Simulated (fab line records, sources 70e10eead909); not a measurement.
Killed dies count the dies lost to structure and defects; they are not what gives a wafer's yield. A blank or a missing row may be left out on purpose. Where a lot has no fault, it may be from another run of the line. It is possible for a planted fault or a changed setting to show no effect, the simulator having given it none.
fab line records | flow nand_harc
record: lots: 6 | wafers: 17 | last_day: 24
route steps=1159 shown A_M0@1005
lots that met no fault: taken from a fault-free run of the same line
start_h: hours from the record's first day to the start of the lot's first wafer shown | wait_h: hours from the lot's prior step to this one | " as in the row above | L1.1+2: a row that stands for several wafers | - no value present, or no start provided | * or withheld: withheld | < > ~ a bound
route shown NAME@n: names a module that has steps shown in the file, with the first one's number in the route | usual: average and standard deviation across the fault-free wafers | same: alike in all rows | chamber/n: place in a boat | sites: readings site by site | _std_site: the values' standard deviation | _edge_site: outer sites' mean less inner sites' | radius_mm: how far each site lies from the wafer's centre | mask NAME#n: copy n | behind: tool/chamber where the wafer was last shaped | hold: reason for holding the lot/hours on hold/outcome of the hold | device: whichever transistor did not switch (one of n, p or np) | end of line: the route-end tests of the same wafers | a step given without rows: its recipe and nothing more | killed: the dies lost at the first sort to structure and to defects; this is not the yield of the wafer | map: the dies of a wafer, with x for killed, . for not killed, _ for no die there
set.NAME: the run value of the setting; set.NAME@STEP: its run value at that earlier step | model.NAME: the simulator's own value behind a step, which no gauge read
a table for each step, a row for each wafer; lots at some steps of the route
services: from which hour (start_h, from the record's first day; less than 0 if before it) a tool's chamber was out of use, for how many hours, and why
== steps ==
step: NHARC_A_M0_OVL_MEAS_10
recipe: pitch_nm: 160
usual: overlay_x_nm: -0.1/0.77 | overlay_y_nm: 0.1/0.9
lot.wafer | tool       | chamber | start_h | wait_h | overlay_x_nm | overlay_y_nm
L522.3    | overlay-02 | -       | 397.65  | -      | 0.2          | 0.2
L522.5    | "          | -       | "       | "      | 0.3          | 0.5
L522.6    | "          | -       | "       | "      | 0.8          | 0.6
L530.3    | overlay-01 | -       | 453.05  | -      | 0.2          | 0.6
L530.4    | "          | -       | "       | "      | -0.2         | 0.3
L530.6    | "          | -       | "       | "      | 0.1          | 0.4
L533.1    | overlay-01 | -       | 468.03  | -      | -2.0         | -0.2
L533.5    | "          | -       | "       | "      | -1.3         | -0.2
L533.6    | "          | -       | "       | "      | -1.2         | 0.0
L532.2    | overlay-02 | -       | 474.15  | -      | -0.4         | 0.0
L532.5    | "          | -       | "       | "      | -0.2         | -0.4
L532.6    | "          | -       | "       | "      | -0.4         | 0.1
L543.2    | overlay-02 | -       | 533.72  | -      | 1.3          | 0.7
L543.3    | "          | -       | "       | "      | 1.4          | -0.3
L542.2    | overlay-01 | -       | 534.56  | -      | 0.9          | -0.1
L542.3    | "          | -       | "       | "      | 0.4          | 0.1
L542.5    | "          | -       | "       | "      | 0.8          | 0.5
step: NHARC_A_M0_INSPECT_11
usual: raw_defect_count: 32/15
lot.wafer | tool              | chamber | start_h | wait_h | raw_defect_count
L522.3    | defect_inspect-02 | -       | 397.69  | 0.0    | 31
L522.5    | "                 | -       | "       | "      | 29
L522.6    | "                 | -       | "       | "      | 23
L530.3    | defect_inspect-01 | -       | 453.09  | 0.0    | 17
L530.4    | "                 | -       | "       | "      | 11
L530.6    | "                 | -       | "       | "      | 11
L533.1    | defect_inspect-01 | -       | 468.06  | 0.0    | 34
L533.5    | "                 | -       | "       | "      | 35
L533.6    | "                 | -       | "       | "      | 40
L532.2    | defect_inspect-01 | -       | 474.18  | 0.0    | 36
L532.5    | "                 | -       | "       | "      | 39
L532.6    | "                 | -       | "       | "      | 39
L543.2    | defect_inspect-01 | -       | 533.76  | 0.0    | 37
L543.3    | "                 | -       | "       | "      | 43
L542.2    | defect_inspect-02 | -       | 534.59  | 0.0    | 64
L542.3    | "                 | -       | "       | "      | 71
L542.5    | "                 | -       | "       | "      | 65
step: NHARC_A_M0_DESCUM_14
recipe: time_s: 3 | o2_flow_sccm: 200 | ar_flow_sccm: 0 | bias_power_w: 0 | chemistry: O2
usual: drypump_motor_current_A: 5.8/0.49 | oes_product_au: 1.000/0.013 | rf_vpp_V: 57.7/1 | showerhead_plenum_p_Torr: 1.90/0.1 | throttle_valve_pct: 11.312/0.0086
lot.wafer | tool        | chamber | start_h | wait_h | drypump_motor_current_A | oes_product_au | rf_hours_counter_h | rf_vpp_V | showerhead_plenum_p_Torr | throttle_valve_pct
L522.3    | rie_diel-13 | 0       | 397.76  | 0.1    | 6.7                     | 1.000          | 7                  | 57.2     | 1.79                     | 11.310
L522.6    | "           | 2       | "       | "      | 5.9                     | 0.997          | -                  | 58.6     | 1.78                     | 11.325
L522.5    | "           | 3       | "       | "      | 5.0                     | 1.010          | -                  | 55.9     | 1.86                     | 11.302
L530.3    | rie_diel-06 | 2       | 453.16  | 0.1    | 5.4                     | 0.978          | 3                  | 57.4     | 1.88                     | 11.314
L530.6    | "           | 2       | "       | "      | 5.4                     | 0.990          | -                  | 57.8     | 1.88                     | 11.295
L530.4    | "           | 3       | "       | "      | 5.4                     | 0.980          | -                  | 58.9     | 2.02                     | 11.303
L533.1    | rie_diel-06 | 3       | 468.14  | 0.1    | 5.3                     | 0.979          | 4                  | 58.1     | 2.02                     | 11.324
L533.5    | "           | 1       | "       | "      | 5.8                     | 0.991          | -                  | 57.8     | 2.06                     | 11.308
L533.6    | "           | 2       | "       | "      | 5.4                     | 0.975          | -                  | 57.6     | 1.88                     | 11.323
L532.2    | rie_diel-12 | 2       | 474.25  | 0.1    | 6.6                     | 1.020          | 6                  | 59.6     | 2.00                     | 11.304
L532.5    | "           | 1       | "       | "      | 5.8                     | 1.002          | -                  | 59.6     | 1.78                     | 11.308
L532.6    | "           | 2       | "       | "      | 6.6                     | 1.016          | -                  | 58.0     | 2.00                     | 11.314
L543.3    | rie_diel-13 | 2       | 533.82  | 0.1    | 5.9                     | 1.014          | 6                  | 56.7     | 1.78                     | 11.309
L543.2    | "           | 1       | "       | "      | 6.0                     | 1.016          | 6                  | 56.7     | 1.93                     | 11.312
L542.3    | rie_diel-12 | 2       | 534.67  | 0.1    | 6.6                     | 1.009          | 10                 | 58.0     | 2.00                     | 11.316
L542.2    | "           | 3       | "       | "      | 6.2                     | 1.006          | 10                 | 58.6     | 2.04                     | 11.312
L542.5    | "           | 0       | "       | "      | 5.7                     | 1.007          | -                  | 57.8     | 1.82                     | 11.321
step: NHARC_A_M0_ETCH_34
recipe: target_depth_a: 400 | overetch_a: 120 | time_s: 43.94 | ion_energy_ev: 200 | n2_flow_sccm: 150 | h2_flow_sccm: 150 | ar_flow_sccm: 0 | rf_w: 400 | bias_w: 150 | chemistry: N2/H2
step: NHARC_A_M0_ETCH_15
recipe: target_depth_a: 1500 | overetch_a: 150 | time_s: 82.5 | c4f8_flow_sccm: withheld | ar_flow_sccm: 400 | rf_w: 600 | bias_w: 300 | chemistry: C4F8/Ar
usual: oes_product_au: 0.951/0.024 | rf_vpp_V: 441/3.2
lot.wafer | tool        | chamber | start_h | wait_h | oes_product_au | rf_hours_counter_h | rf_vpp_V
L522.3    | rie_diel-13 | 3       | -       | -      | 0.932          | 9                  | 438
L522.6    | "           | 3       | "       | "      | 0.939          | -                  | 439
L522.5    | "           | 0       | "       | "      | 0.929          | -                  | 437
L530.3    | rie_diel-06 | 2       | -       | -      | 0.922          | 3                  | 441
L530.6    | "           | 0       | "       | "      | 0.936          | -                  | 443
L530.4    | "           | 2       | "       | "      | 0.916          | -                  | 440
L533.1    | rie_diel-06 | 1       | -       | -      | 0.944          | 3                  | 446
L533.6    | "           | 3       | "       | "      | 0.958          | -                  | 444
L533.5    | "           | 0       | "       | "      | 0.979          | -                  | 442
L532.2    | rie_diel-12 | 3       | -       | -      | 0.935          | 6                  | 445
L532.6    | "           | 2       | "       | "      | 0.935          | -                  | 444
L532.5    | "           | 3       | "       | "      | 0.932          | -                  | 445
L543.2    | rie_diel-13 | 0       | -       | -      | 0.963          | 4                  | 438
L543.3    | "           | 1       | "       | "      | 0.989          | 6                  | 443
L542.3    | rie_diel-12 | 1       | -       | -      | 0.969          | 10                 | 436
L542.2    | "           | 2       | "       | "      | 0.990          | 10                 | 444
L542.5    | "           | 0       | "       | "      | 0.965          | -                  | 438
step: NHARC_A_M0_CD_MEAS_16
usual: cd_nm: 80.4/1.1
lot.wafer | tool      | chamber | start_h | wait_h | cd_nm
L522.3    | cd_sem-01 | -       | 398.05  | -      | 81.5
L522.5    | "         | -       | "       | "      | 81.5
L522.6    | "         | -       | "       | "      | 82.8
L530.3    | cd_sem-01 | -       | 453.50  | -      | 79.7
L530.4    | "         | -       | "       | "      | 79.6
L530.6    | "         | -       | "       | "      | 80.1
L533.1    | cd_sem-03 | -       | 468.42  | -      | 80.1
L533.5    | "         | -       | "       | "      | 80.2
L533.6    | "         | -       | "       | "      | 79.5
L532.2    | cd_sem-02 | -       | 474.54  | -      | 79.7
L532.5    | "         | -       | "       | "      | 80.6
L532.6    | "         | -       | "       | "      | 80.1
L543.2    | cd_sem-02 | -       | 534.12  | -      | 80.6
L543.3    | "         | -       | "       | "      | 80.7
L542.2    | cd_sem-02 | -       | 534.95  | -      | 81.2
L542.3    | "         | -       | "       | "      | 82.2
L542.5    | "         | -       | "       | "      | 82.2
step: NHARC_A_M0_STRIP_18
recipe: power_w: 1000 | n2_flow_sccm: 150 | h2_flow_sccm: 150 | ar_flow_sccm: 0 | bias_w: 0 | chemistry: N2/H2
step: NHARC_A_M0_STRIP_19
recipe: time_s: 600 | temp_c: 30 | chemistry: post_etch_residue_remover
step: NHARC_A_M0_DEGAS_28
recipe: temp_c: 250 | time_s: 60
step: NHARC_A_M0_PRE_CLEAN_29
recipe: time_s: 30 | temp_c: 280 | gas: H2/He
step: NHARC_A_M0_PVD_20
recipe: target_thk_a: 50 | bias_v: 168.6 | power_w: 15000 | chamber_pressure_pa: 0.12 | time_s: 8.06 | substrate_temp_c: 50 | material: TaN
usual: chamber_pressure_pa: 0.12/0.00023 | throttle_valve_pct: 30.0/0.95
lot.wafer | tool           | chamber | start_h | wait_h | chamber_pressure_pa | throttle_valve_pct
L522.3    | pvd_sputter-03 | -       | -       | -      | 0.11999             | 29.2
L522.5    | "              | -       | "       | "      | 0.11949             | 28.8
L522.6    | "              | -       | "       | "      | 0.12025             | 29.1
L530.3    | pvd_sputter-01 | -       | -       | -      | 0.12018             | 29.1
L530.4    | "              | -       | "       | "      | 0.11988             | 31.1
L530.6    | "              | -       | "       | "      | 0.1197              | 31.0
L533.1    | pvd_sputter-01 | -       | -       | -      | 0.11998             | 30.4
L533.6    | "              | -       | "       | "      | 0.12017             | 30.6
L533.5    | "              | -       | "       | "      | 0.12007             | 29.2
L532.2    | pvd_sputter-02 | -       | -       | -      | 0.11988             | 28.7
L532.5    | "              | -       | "       | "      | 0.11998             | 29.3
L532.6    | "              | -       | "       | "      | 0.12009             | 31.6
L543.3    | pvd_sputter-02 | -       | -       | -      | 0.12003             | 28.6
L543.2    | "              | -       | "       | "      | 0.1202              | 29.3
L542.3    | pvd_sputter-02 | -       | -       | -      | 0.12004             | 29.0
L542.2    | "              | -       | "       | "      | 0.12057             | 28.9
L542.5    | "              | -       | "       | "      | 0.12005             | 29.2
step: NHARC_A_M0_PVD_21
recipe: target_thk_a: 300 | chamber_pressure_pa: 5 | power_w: 5000 | substrate_temp_c: 30 | time_s: 20.49 | material: Cu
usual: chamber_pressure_pa: 5.001/0.0088 | throttle_valve_pct: 30.1/0.92
lot.wafer | tool           | chamber | start_h | wait_h | chamber_pressure_pa | throttle_valve_pct
L522.3    | pvd_sputter-03 | -       | -       | -      | 4.996               | 29.2
L522.5    | "              | -       | "       | "      | 4.988               | 29.9
L522.6    | "              | -       | "       | "      | 5.030               | 32.1
L530.4    | pvd_sputter-01 | -       | -       | -      | 4.998               | 30.2
L530.3    | "              | -       | "       | "      | 4.990               | 28.9
L530.6    | "              | -       | "       | "      | 5.003               | 30.7
L533.1    | pvd_sputter-01 | -       | -       | -      | 4.996               | 30.9
L533.5    | "              | -       | "       | "      | 5.001               | 31.2
L533.6    | "              | -       | "       | "      | 4.996               | 30.2
L532.2    | pvd_sputter-02 | -       | -       | -      | 5.005               | 29.8
L532.5    | "              | -       | "       | "      | 4.996               | 28.9
L532.6    | "              | -       | "       | "      | 4.996               | 29.9
L543.2    | pvd_sputter-02 | -       | -       | -      | 5.013               | 29.0
L543.3    | "              | -       | "       | "      | 4.993               | 28.8
L542.2    | pvd_sputter-02 | -       | -       | -      | 5.000               | 29.3
L542.3    | "              | -       | "       | "      | 4.991               | 30.1
L542.5    | "              | -       | "       | "      | 5.000               | 31.6
step: NHARC_A_M0_ECD_22
recipe: target_thk_a: 4000 | bath_temp_c: 25 | material: Cu
lot.wafer  | tool      | chamber | start_h | wait_h
L522.3+6+5 | ecd_cu-01 | 0,0,1   | 399.31  | -
L530.3+4+6 | ecd_cu-02 | 1,0,1   | 454.57  | -
L533.1+6+5 | ecd_cu-01 | 0,0,1   | 469.41  | -
L532.2+5+6 | ecd_cu-02 | 1,1,0   | 475.52  | -
L543.2+3   | ecd_cu-01 | 1       | 535.10  | -
L542.2+3+5 | ecd_cu-01 | 0,1,1   | 536.10  | -
step: NHARC_A_M0_ANNEAL_30
recipe: temp_c: 225 | time_s: 90
usual: wafer_temp_C_max: 226.3/0.38
lot.wafer | tool          | chamber | start_h | wait_h | wafer_temp_C_max
L522.3    | rtp_anneal-02 | 0       | 399.69  | -      | 225.5
L522.5    | "             | 0       | "       | "      | 226.1
L522.6    | "             | 0       | "       | "      | 225.5
L530.3    | rtp_anneal-01 | 0       | 454.95  | 0.3    | 226.6
L530.4    | "             | 0       | "       | "      | 226.7
L530.6    | "             | 0       | "       | "      | 226.8
L533.1    | rtp_anneal-02 | 0       | 469.78  | -      | 225.8
L533.5    | "             | 0       | "       | "      | 225.6
L533.6    | "             | 0       | "       | "      | 226.0
L532.2    | rtp_anneal-01 | 0       | 475.94  | -      | 226.3
L532.5    | "             | 0       | "       | "      | 226.6
L532.6    | "             | 0       | "       | "      | 226.3
L543.2    | rtp_anneal-01 | 0       | 535.52  | -      | 226.2
L543.3    | "             | 0       | "       | "      | 226.3
L542.2    | rtp_anneal-01 | 0       | 536.53  | -      | 226.2
L542.3    | "             | 0       | "       | "      | 226.0
L542.5    | "             | 0       | "       | "      | 226.7
step: NHARC_A_M0_CMP_23
recipe: t_overpolish_s: 20 | target_thk_nm: 113.75
usual: motor_current_A: 11.7/0.8 | time_to_endpoint_s: 28.7/2.9
lot.wafer | tool   | chamber | start_h | wait_h | motor_current_A | time_to_endpoint_s
L522.3    | cmp-03 | 0       | 399.99  | -      | 11.6            | 22.6
L522.6    | "      | 2       | "       | "      | 11.5            | 28.8
L522.5    | "      | 3       | "       | "      | 11.3            | 29.1
L530.3    | cmp-01 | 3       | 455.20  | -      | 11.1            | 28.8
L530.4    | "      | 0       | "       | "      | 12.6            | 30.0
L530.6    | "      | 3       | "       | "      | 10.8            | 28.6
L533.1    | cmp-03 | 3       | 470.15  | -      | 11.3            | 32.5
L533.5    | "      | 2       | "       | "      | 10.9            | 32.5
L533.6    | "      | 3       | "       | "      | 11.2            | 34.8
L532.2    | cmp-02 | 1       | 476.26  | -      | 11.7            | 28.9
L532.6    | "      | 1       | "       | "      | 11.8            | 28.5
L532.5    | "      | 2       | "       | "      | 10.4            | 28.0
L543.2    | cmp-01 | 0       | 535.87  | -      | 13.0            | 28.1
L543.3    | "      | 1       | "       | "      | 10.9            | 10.7
L542.3    | cmp-03 | 3       | 536.82  | -      | 11.9            | 16.2
L542.2    | "      | 1       | "       | "      | 12.0            | 34.0
L542.5    | "      | 0       | "       | "      | 11.3            | 27.6
== services ==
tool           | chamber | start_h | hours | kind
ecd_cu-01      | -       | 376.36  | 1.3   | repair
rie_diel-12    | -       | 379.40  | 9.0   | pm
cmp-03         | -       | 380.03  | 0.6   | repair
cmp-03         | -       | 384.73  | 7.1   | repair
rie_diel-12    | 0       | 389.24  | 11.2  | repair
pvd_sputter-02 | -       | 392.01  | 10.0  | pm
ecd_cu-01      | -       | 400.34  | 0.9   | repair
ecd_cu-01      | -       | 405.29  | 1.6   | repair
rie_diel-12    | 2       | 413.79  | 5.4   | repair
rie_diel-06    | -       | 418.20  | 9.0   | pm
rie_diel-06    | 0       | 432.96  | 1.4   | repair
ecd_cu-01      | -       | 448.00  | 8.0   | pm
rie_diel-06    | 1       | 448.11  | 5.5   | repair
cmp-03         | -       | 450.00  | 4.0   | pm
rie_diel-13    | -       | 453.00  | 9.0   | pm
pvd_sputter-03 | -       | 458.00  | 10.0  | pm
cmp-03         | -       | 465.13  | 2.4   | repair
rie_diel-13    | 0       | 473.94  | 9.2   | repair
cmp-03         | -       | 482.98  | 0.9   | repair
cmp-03         | -       | 501.07  | 1.2   | repair
rie_diel-13    | 0       | 503.19  | 11.3  | repair
pvd_sputter-01 | -       | 514.06  | 10.0  | pm
rie_diel-06    | 3       | 519.51  | 2.8   | repair
rie_diel-06    | 0       | 525.49  | 6.9   | repair
== key ==
first_sign: step: NHARC_A_M0_CMP_23 | reading: time_to_endpoint_s | direction: down | sigmas: 5.3 | usual: * | struck: *
effect none on later readings
met_at NHARC_A_M0_ECD_22
struck_wafers L542.3,L543.3
later_rows_left_out L542.3,L543.3
sort_left_out L542.3,L543.3
onset_between 469.41 535.10
fault: kind: process_parameter_drift | tool: ecd_cu-01 | chamber: - | onset_h: 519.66 | steps: NHARC_A_M0_ECD_22 | channel: target_thk_a | offset: * | shape: step | end_h: 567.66 | scope: struck_wafers_only | acts_in: * | stated: *
sort_left_out: the simulated sort isn't trusted on such a fault, so these wafers' sort isn't shown, and their yield isn't known
later_rows_left_out: the simulator's readings of these wafers behind a module that went badly wrong aren't trusted and aren't shown, but for the sort
